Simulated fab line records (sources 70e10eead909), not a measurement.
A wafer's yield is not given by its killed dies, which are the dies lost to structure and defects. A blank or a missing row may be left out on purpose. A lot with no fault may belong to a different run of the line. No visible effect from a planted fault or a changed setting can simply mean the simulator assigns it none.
8D (eight disciplines) problem report, filled in by code || flow nand harc || the parts of the form that need people (team, actions taken, sign-off) are left out

## 1. THE ISSUE
cd nm at NHARC_P_M2_CD_MEAS_09 reads a mean of 145.3 nm on 6 wafers of 2 lots; wafers without a fault read 169.6 nm with a standard deviation of 0.5. That puts it -49 standard deviations away from the usual mean.
The step: target cd 170 nm.
Seen first at day 12 13:38 on cd sem-01, wafer L239.2. The record has a number at this step for 42 wafers belonging to 14 lots. Rule for "out" (also "out of limits"): further than 4 standard deviations from the usual mean. The rest of the wafers with a number are treated as sound.

## 2. WHAT IT IS AND WHAT IT IS NOT
{"question": "which readings at this step", "is": "cd nm", "is not": "-"}
{"question": "which lots", "is": "L239, L242", "is not": "L224, L226, L229, L230, L231, L232, L233, L234, L235, L237, L238, L247"}
{"question": "which wafers of those lots", "is": "all that have a number", "is not": "-"}
{"question": "read on which gauges", "is": "cd sem-01, cd sem-03", "is not": "cd sem-02"}
{"question": "when", "is": "from day 12 13:38", "is not": "up to then (33 sound wafers); but 3 sound wafers of L247 came after"}

## 3. WHAT RULES OUT EACH SUSPECT
Counting: a tool stays on the suspect list if, at a process step up to the reading, it processed all lots that are out and no sound lot following the first of them.
- the gauge at NHARC_P_M2_CD_MEAS_09 has been ruled out. 2 gauges (cd sem-01, cd sem-03) read the wafers that are out.
- rie diel-11 at NHARC_P_M1_ETCH_35 (etches the open film in N2/H2, target depth 40 nm, overetch 12 nm, time 43.94 s): kept. All lots that are out passed through it, beginning with L239 at day 12 09:52, and no sound lot followed; its final sound lot before that point was L238 at day 12 04:22.
- arfi scanner-01 at NHARC_P_M2_EXPOSE_06 (exposes mask P M2, target cd 170 nm): kept. All lots that are out passed through it, beginning with L239 at day 12 13:29, and no sound lot followed; its final sound lot before that point was L237 at day 12 09:36. Its own exposure dose mJ cm2 readings are out on those wafers.
After counting, rie diel-11 at NHARC_P_M1_ETCH_35 and arfi scanner-01 at NHARC_P_M2_EXPOSE_06 remain.

## 4. THE CAUSE (what the simulator had put in)
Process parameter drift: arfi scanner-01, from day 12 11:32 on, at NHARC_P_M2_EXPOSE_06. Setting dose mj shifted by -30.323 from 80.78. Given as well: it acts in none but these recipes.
Counting leaves 2 suspects; this tool is one of them.

## 5. SEQUENCE OF EFFECTS, ordered by route
Rows list readings where the struck wafers' mean (over those with a number) sits beyond 3 standard deviations from the usual. Scope: only readings with a usual standard deviation given in the record; hours: median across lots of the time from each lot's start at the first step in this table that gives one to its start at this step; sigmas: change in usual standard deviations.
{"hours": 0, "step": "NHARC_P_M2_EXPOSE_06", "reading": "exposure dose mJ cm2", "usual": 80.64, "on struck wafers": 53.35, "change": -27.29, "sigmas": "-99 or more"}
{"hours": 0, "step": "NHARC_P_M2_CD_MEAS_09", "reading": "cd nm", "usual": "169.6 nm", "on struck wafers": 145.3, "change": -24.3, "sigmas": -49}
Process steps it contains:
- NHARC_P_M2_EXPOSE_06: exposes mask P M2, target cd 170 nm.

## 6. HOW IT WOULD HAVE BEEN CAUGHT EARLIER
In this record the first reading out of limits at a measuring or inspecting step was taken at day 12 13:38, 2 hours after the fault began at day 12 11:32.
The tool's own readings at NHARC_P_M2_EXPOSE_06 were out on every struck wafer that the step has a row for (exposure dose mJ cm2): an alarm limit on them would have fired on the first of those.
L242, from the lots that are out (2), started NHARC_P_M2_EXPOSE_06 on arfi scanner-01 later than day 12 13:38. A hold on the tool at that time would have spared it.
